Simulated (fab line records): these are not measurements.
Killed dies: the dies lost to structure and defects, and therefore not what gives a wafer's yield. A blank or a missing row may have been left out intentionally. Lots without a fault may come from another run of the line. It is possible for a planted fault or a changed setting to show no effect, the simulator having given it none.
fab line records | flow n5_finfet
record: lots: 4 wafers: 12 last_day: 20
route steps=1938 shown BEOL_M4@1088 BEOL_M5@1112 PASSIVATION@1936
lots that met no fault: from a run of the same line without faults
start_h: hours from the record's first day to the start of the lot's first wafer shown | wait_h: how many hours have passed since the lot's step before this one | " repeats the value in the row above | L1.1+2: a single row standing in for several wafers | - no value, or no start was given | * or withheld: withheld | < > ~ a bound
route shown NAME@n: a module of which the file shows steps, and the number in the route of the first | usual: mean/standard deviation of fault-free wafers | same: alike in all rows | chamber/n: place in a boat | sites: each site's reading | _std_site: standard deviation of those values | _edge_site: mean of outer sites minus mean of inner sites | radius_mm: for every site, how far away it sits from the centre of the wafer | mask NAME#n: copy n | behind: tool/chamber where the wafer was last shaped | hold: cause of the lot's hold/its duration in hours/its outcome | device: transistor that didn't switch, given as n, p or np | end of line: tests run on the same wafers once the route is complete | a step with no rows: only its recipe | killed: dies lost to structure and defects at the first sort, not the wafer's yield | map: the dies of a wafer, with x for killed, . for not killed, _ for no die there
set.NAME: the run value of the setting; set.NAME@STEP: its run value at that earlier step | model.NAME: the simulator's own value behind a step, which no gauge read
certain route steps with their lots: each step a table, each wafer a row
== steps ==
step: N5_BEOL_M4_SPUTTER_81
recipe: material: Cu target_thk_a: 45 temp_c: -20 chamber_pressure_pa: 0.07 power_w: withheld time_s: 8.29
step: N5_BEOL_M4_ANNEAL_82
recipe: temp_c: 400 time_s: 240 ambient: vacuum
step: N5_BEOL_M4_SPUTTER_86
recipe: material: Cu target_thk_a: 45 temp_c: -20 chamber_pressure_pa: 0.07 power_w: withheld time_s: 8.29
step: N5_BEOL_M4_ANNEAL_87
recipe: temp_c: 400 time_s: 240 ambient: vacuum
step: N5_BEOL_M4_SPUTTER_88
recipe: material: Cu target_thk_a: 45 temp_c: -20 chamber_pressure_pa: 0.07 power_w: withheld time_s: 8.29
step: N5_BEOL_M4_ANNEAL_89
recipe: temp_c: 400 time_s: 240 ambient: vacuum
step: N5_BEOL_M4_SPUTTER_90
recipe: material: Cu target_thk_a: 45 temp_c: -20 chamber_pressure_pa: 0.07 power_w: withheld time_s: 8.29
step: N5_BEOL_M4_ANNEAL_91
recipe: temp_c: 400 time_s: 240 ambient: vacuum
step: N5_BEOL_M4_SPUTTER_92
recipe: material: Cu target_thk_a: 45 temp_c: -20 chamber_pressure_pa: 0.07 power_w: withheld time_s: 8.29
step: N5_BEOL_M4_ANNEAL_93
recipe: temp_c: 400 time_s: 240 ambient: vacuum
step: N5_BEOL_M4_SPUTTER_94
recipe: material: Cu target_thk_a: 45 temp_c: -20 chamber_pressure_pa: 0.07 power_w: withheld time_s: 8.29
step: N5_BEOL_M4_ANNEAL_95
recipe: temp_c: 400 time_s: 240 ambient: vacuum
step: N5_BEOL_M4_SPUTTER_96
recipe: material: Cu target_thk_a: 45 temp_c: -20 chamber_pressure_pa: 0.07 power_w: withheld time_s: 8.29
usual: chamber_pressure_pa: 0.07002/0.00015 chuck_gas_flow_sccm: 1.26/0.052 throttle_valve_pct: 29.8/1.1
columns lot.wafer tool chamber start_h wait_h chamber_pressure_pa chuck_gas_flow_sccm throttle_valve_pct
L619.2 pvd_sputter-01 - 248.71 0.1 0.07025 1.23 28.6
L619.3 " - " " 0.07003 1.30 29.5
L619.5 " - " " 0.07005 1.21 30.5
L635.1 pvd_sputter-02 - 294.77 0.1 0.07006 1.28 30.9
L635.5 " - " " 0.07008 1.25 31.0
L635.6 " - " " 0.07027 1.18 27.3
L639.2 pvd_sputter-01 - 357.32 0.1 0.06998 1.25 30.4
L639.4 " - " " 0.06982 1.35 29.7
L639.5 " - " " 0.07027 1.30 30.0
L638.2 pvd_sputter-01 - 372.48 9.6 0.06993 1.30 30.2
L638.3 " - " " 0.07024 1.21 30.2
L638.5 " - " " 0.06995 1.21 28.7
step: N5_BEOL_M4_ECD_50
recipe: material: Cu target_thk_a: 3000
step: N5_BEOL_M4_ANNEAL_51
recipe: temp_c: 225 time_s: 90 ambient: N2
step: N5_BEOL_M4_CMP_52
recipe: stop_on: SiOC t_overpolish_s: 6.8 down_force_psi: 1 platen_rpm: 50 clearing_platen_down_force_psi: 1.5 clearing_platen_rpm: 50 post_cmp_clean: cu_alkaline target_thk_nm: 40 clearing_platen_pad_velocity_m_s: 0.99484 pad_velocity_m_s: 0.99484
step: N5_BEOL_M4_PRE_CLEAN_60
recipe: gas: NH3/H2 time_s: 15 temp_c: * rf_power_w: 300
step: N5_BEOL_M4_CO_CAP_55
recipe: material: Co target_thk_a: 20 temp_c: 200 precursor: CCTBA/H2 pressure_torr: 30 time_s: 102.1
step: N5_BEOL_M4_PRE_CLEAN_56
recipe: gas: NH3 time_s: 15 temp_c: withheld rf_power_w: 300
step: N5_BEOL_M4_DEP_57
recipe: material: SiCN target_thk_a: 80 temp_c: withheld precursor: 3MS/NH3 pressure_torr: 3 rf_w: 202 time_s: 14
step: N5_BEOL_M5_ILD_DEP_00
recipe: material: SiCOH_lowk target_thk_a: 1406.4 temp_c: 300 precursor: DEMS/porogen pressure_torr: 5 rf_w: 500 time_s: 25.9
step: N5_BEOL_M5_CURE_79
recipe: temp_c: 385 time_s: 240 ambient: He/Ar material: SiCOH_lowk
step: N5_BEOL_M5_PECVD_70
recipe: material: SiO2 target_thk_a: 160 temp_c: 400 precursor: TEOS/O2 pressure_torr: 5.5 rf_w: 450 teos_flow_sccm: 53.8 gas: O2 flow_sccm: 3000 time_s: 18
step: N5_BEOL_M5_HM_DEP_02
recipe: material: TiN target_thk_a: 200 temp_c: 25 chamber_pressure_pa: 0.49996
step: N5_BEOL_M5_COAT_59
recipe: resist: SOC temp_c: 250 time_s: 60 spin_rpm: 1500 resist_thk_nm: 60
step: N5_BEOL_M5_COAT_60
recipe: resist: SiARC temp_c: 220 time_s: 60 spin_rpm: 1500 resist_thk_nm: 12
step: N5_BEOL_M5_COAT_71
recipe: resist: underlayer temp_c: 205 time_s: 60 spin_rpm: 1500 resist_thk_nm: 5
step: N5_BEOL_M5_COAT_05
recipe: resist: CAR-EUV spin_rpm: 1500 resist_thk_nm: 30
step: N5_BEOL_M5_EBR_07
recipe: solvent: PGMEA ebr_width_mm: 1.5
step: N5_BEOL_M5_SOFTBAKE_06
recipe: temp_c: 110 time_s: 60 resist: CAR-EUV
step: N5_BEOL_M5_EXPOSE_08
recipe: mask_id: M5 na: 0.33 source_shape: annular sigma_inner: 0.4 sigma_outer: 0.8 polarization: unpolarized target_cd_nm: 28 dose_mj: 35.75
step: N5_BEOL_M5_PEB_09
recipe: peb_temp_c: 100 peb_time_s: 60 resist: CAR-EUV
step: N5_BEOL_M5_DEVELOP_10
recipe: develop_time_s: 30 developer: TMAH resist: CAR-EUV rinse_liquid: surfactant_rinse dry: air_spin dev_temp_c: 23
step: N5_BEOL_M5_DESCUM_16
recipe: chemistry: O2 time_s: 7 source_power_w: 50 bias_power_w: 20 pressure_mtorr: 20 rf_frequency_hz: 2.712e+07 temp_c: 40 resist: CAR-EUV o2_flow_sccm: 225
step: N5_PASSIVATION_PROBE_49
usual: defect_limited_yield: 90.8/1.7 killed_at_M0_to_M3: 37/12 killed_at_M4_up: 15/5.6 killed_at_contacts: 13/6.9 killed_at_front_end: 40/11 killed_at_other: 4/3.2 killed_dies: 109/20 killed_open: 73/15 killed_short: 35/8.3 sort_bin_5_function: 5.4/1.1 sort_bin_6_memory: 3.5/0.73 sort_n_pass: 1071/20 sort_yield_pct: 90.8/1.7
same: gross_dies: 1180 killed_at_back_side: 0 sort_bin_4_leakage[%]: 0 sort_bin_8_speed[%]: 0
columns lot.wafer tool chamber start_h wait_h defect_limited_yield[%] killed_at_M0_to_M3 killed_at_M4_up killed_at_contacts killed_at_front_end killed_at_other killed_dies killed_open killed_short sort_bin_5_function[%] sort_bin_6_memory[%] sort_n_pass sort_yield_pct[%]
L639.2 prober-02 - 464.60 0.1 86.5 49 66 8 34 2 159 80 33 8.4 4.0 1021 86.5
L639.4 prober-02 - 464.70 0.2 85.2 13 119 10 29 4 175 45 15 9.9 3.1 1005 85.2
L639.5 prober-02 - 464.75 0.2 82.1 45 131 5 26 4 211 68 25 11.9 4.2 969 82.1
L638.2 prober-02 - 482.37 0.1 81.8 46 112 16 39 2 215 79 34 11.4 5.5 965 81.8
L638.3 prober-02 - 482.42 0.1 88.1 44 57 19 19 1 140 69 28 8.1 2.8 1040 88.1
L638.5 prober-02 - 482.52 0.2 85.3 60 73 6 35 0 174 67 43 9.6 4.2 1006 85.3
killed by level:class
L639.2 BEOL_M4:unspecified=45 BEOL_M0_SAQP:geometric_particle:open=14 BEOL_M3:geometric_particle:open=12 BEOL_M4:geometric_particle:open=10 FIN_SAQP:geometric_particle:short=9 MOL_CONTACT_COAG:geometric_particle:open=8 BEOL_M1:geometric_particle:open=7 BEOL_M0_SAQP:geometric_particle:short=7
L639.4 BEOL_M4:unspecified=115 MOL_CONTACT_COAG:geometric_particle:open=10 FIN_SAQP:geometric_particle:short=6 DUMMY_GATE:geometric_particle:open=6 FIN_SAQP:geometric_particle:open=5 BEOL_M0_SAQP:geometric_particle:open=5 BEOL_M1:geometric_particle:open=3 BEOL_M2:geometric_particle:open=3
L639.5 BEOL_M4:unspecified=117 BEOL_M1:geometric_particle:open=11 BEOL_M3:geometric_particle:open=9 FIN_SAQP:geometric_particle:short=7 ILD0:geometric_particle:open=7 BEOL_M0_SAQP:geometric_particle:open=7 BEOL_M2:geometric_particle:open=7 MOL_CONTACT_COAG:geometric_particle:open=5
L638.2 BEOL_M4:unspecified=102 MOL_CONTACT_COAG:geometric_particle:open=13 BEOL_M0_SAQP:geometric_particle:open=13 FIN_SAQP:geometric_particle:open=10 BEOL_M2:geometric_particle:open=10 BEOL_M4:geometric_particle:open=7 FIN_SAQP:geometric_particle:short=6 BEOL_M0_SAQP:geometric_particle:short=6
L638.3 BEOL_M4:unspecified=43 MOL_CONTACT_COAG:geometric_particle:open=15 BEOL_M2:geometric_particle:open=14 BEOL_M0_SAQP:geometric_particle:open=7 BEOL_M0_SAQP:geometric_particle:short=5 BEOL_M0:geometric_particle:open=5 BEOL_M3:geometric_particle:open=5 ILD0:geometric_particle:open=4
L638.5 BEOL_M4:unspecified=64 BEOL_M0_SAQP:geometric_particle:short=20 BEOL_M0_SAQP:geometric_particle:open=14 STI_FIN_REVEAL:geometric_particle:open=9 BEOL_M2:geometric_particle:open=8 BEOL_M1:geometric_particle:open=7 FIN_SAQP:geometric_particle:open=6 MOL_CONTACT_COAG:geometric_particle:open=5
map L638.2 (x killed, . not)
_________________............________________
______________.xx....x.........._____________
___________...............x........__________
__________.x....x......x............_________
________...x.........................._______
_______....................x.x.........______
______....x.x...........x...xx......x..._____
_____............................x.......____
____.............x...........x............___
___...x.........x.....................x....__
___.....x..x.........x...x....xx.x.........__
__.....x......xxx..x.....x..x.......x....x.._
__......x..x............x...........x......._
_..x.........x.x..x........................x.
_...........x.....x......x.......x...........
_.....x.......................x...x..x.......
_...x..x...x..xx......................x......
_.............xx.x.x.x.........x.......x..x..
_......x.x.xxx.x.x..x..x.....x...............
_.x.....xx.xxxxxxxxxxx...x..xx....x.....x.x..
_...x....xxxxxxxxxxx.......x.................
__.x.....xxxxxxxxxxxx..........x....x...x..._
__.......xxxxxxxxxxxxx.x.................x.._
___...x.xxxxxxxxxxxxxx................x....__
___x...xxx.xxxxxxxxx.....x...........x.....__
____....x.xxxxxxxxxx..............x.......___
_____.....x...xxxx....x..x...............____
______..xx....xx.xx....................._____
_______.....xx...x............x.......x______
________.....x..x.......x............x_______
__________..x.............x........._________
___________...............x...x....__________
______________....x..xx........._____________
_________________............________________
map L639.5 (x killed, . not)
_________________.x....x....x________________
______________.xx..............._____________
___________..................x.....__________
__________..x....xx......x.........._________
________.............................._______
_______.........xx....x..x.x...........______
______xx........x..xxxx.xxx............._____
_____........x...xxxxxxxxxxxxx...x.......____
____......x.......xxxxxxxxx..x...........x___
___...x.........xxxxxxxxxxx.x..............__
___....x.........xxxxxxxxxxxx..............__
__............x.xxxxxxxxxxxxxxx........x...._
__.......x.....xxxxxxxxxxxx.xx....x....x.x.._
_x.....x.....x..xx.xxxxxxxxx...xx............
_......x..x......xxxxxxxxxxx.x..x...x........
_...........x...xx..xx.xx..x.........x.......
_...................x...x.x..x..x............
_....................x...x.x.......x.........
_..............x......x...................x..
_................x............x..x.x.........
_x...x....x.....................x...x....x...
__..x..x...x...............xx.x............._
__x...x..............x......................_
___...........x..x..............x..........__
___..............x....x..x..............x..__
____............x.x..............x....xx..___
_____.x....x......x.....x................____
______...................x............x._____
_______................................______
________x........x..........x........._______
__________..x...............x......._________
___________.......................x__________
______________.x......x........._____________
_________________............________________
== key ==
first_sign: step: N5_PASSIVATION_PROBE_49 reading: killed_at_M4_up direction: up sigmas: 14 usual: 15 struck: 93
effect: step: N5_PASSIVATION_PROBE_49 reading: defect_limited_yield direction: down sigmas: 3.6 usual: 90.8 struck: 84.8
more_kills_born_at: N5_BEOL_M4_SPUTTER_96@pvd_sputter-01: 486
met_at N5_BEOL_M4_SPUTTER_96
struck_wafers L638.2,L638.3,L638.5,L639.2,L639.4,L639.5
onset_between 248.71 357.32
also_fits time
fault: kind: chamber_particle_source tool: pvd_sputter-01 chamber: - onset_h: 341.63 steps: N5_BEOL_M4_SPUTTER_96 rate_per_visit_cm2: 0.58737 end_h: 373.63
